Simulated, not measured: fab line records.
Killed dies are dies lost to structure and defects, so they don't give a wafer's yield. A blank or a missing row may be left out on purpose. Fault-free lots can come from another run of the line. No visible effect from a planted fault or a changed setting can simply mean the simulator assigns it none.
Chamber matching	flow n5 finfet	N5_BEOL_M2_DESCUM_33 on rie diel-01 has 4 sister chambers
The step chemistry O2, time 7 s. 4 wafers are shown with their chamber, then 7 later ones without.

== EACH WAFER AND ITS CHAMBER ==
wafer	chamber	drypump motor current A (A)
L085.3	1	5.6
L085.5	0	6.2
L086.2	3	5.4
L086.3	2	5.3

== WAFERS WITH NO CHAMBER GIVEN ==
wafer	drypump motor current A (A)
L086.6	6.2
L089.1	5.7
L089.5	5.2
L089.6	5.4
L096.1	5.3
L096.4	5.3
L096.5	5.4

== WHICH CHAMBER EACH WENT THROUGH ==
wafer	from the rows above	in truth
L086.6	0	0
L089.1	1	1
L089.5	can't be placed: 2 or 3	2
L089.6	can't be placed: 3 or 2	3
L096.1	can't be placed: 2 or 3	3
L096.4	can't be placed: 2 or 3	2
L096.5	can't be placed: 3 or 2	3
Placed correctly: 2 of 7. These rows do not allow placing 5 (true chamber among the candidates in 5). Wrongly placed: 0.
How it was worked out, from the rows above alone: a wafer's distance from a chamber is the root of the sum, over the readings, of the square of ((its reading less the chamber's mean) divided by the reading's scatter). If the next closest chamber is less than 2 further off than the closest, the wafer can't be placed; otherwise it belongs to the closest. A chamber's mean is the mean of its shown wafers. The scatter (one wafer shown for each chamber): square how far every hidden wafer sits from the nearest shown wafer, average those squares and take the square root.
